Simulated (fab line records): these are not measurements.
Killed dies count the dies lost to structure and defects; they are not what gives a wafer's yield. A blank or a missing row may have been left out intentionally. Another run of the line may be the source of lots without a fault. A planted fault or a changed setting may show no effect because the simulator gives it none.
Matching of chambers ; flow n5-finfet ; 4 sister chambers for N5_BEOL_M4_ETCH_77 on rie-diel-03
The step etches underlayer in N2/H2, target depth 6.5 nm, time 5.2 s. 4 wafers are shown with their chamber, then 8 later ones without.

== WAFERS, EACH WITH ITS CHAMBER ==
wafer;chamber;showerhead-plenum-p-Torr (Torr)
L084.4;0;2.61
L087.2;2;2.43
L087.6;1;2.37
L086.1;3;2.57

== WAFERS WITHOUT THEIR CHAMBER ==
wafer;showerhead-plenum-p-Torr (Torr)
L086.2;2.37
L086.5;2.37
L090.1;2.56
L090.5;2.37
L090.6;2.60
L094.4;2.42
L094.5;2.60
L094.6;2.56

== EACH ONE'S CHAMBER ==
wafer;from the rows above;in truth
L086.2;1;1
L086.5;1;1
L090.1;3;3
L090.5;1;1
L090.6;0;0
L094.4;2;2
L094.5;0;0
L094.6;3;3
Correctly placed: 8 of 8. From these rows, 0 cannot be placed. Wrongly placed: 0.
How it was worked out, from the rows above alone: a wafer's distance from a chamber is the root of the sum, over the readings, of the square of ((its reading less the chamber's mean) divided by the reading's scatter). If the next closest chamber is less than 2 further off than the closest, the wafer can't be placed; otherwise it belongs to the closest. The mean given for a chamber averages the wafers shown for that chamber. The scatter: with one shown wafer a chamber, the root of the mean of the squares of how far each hidden wafer lies from its nearest shown one.
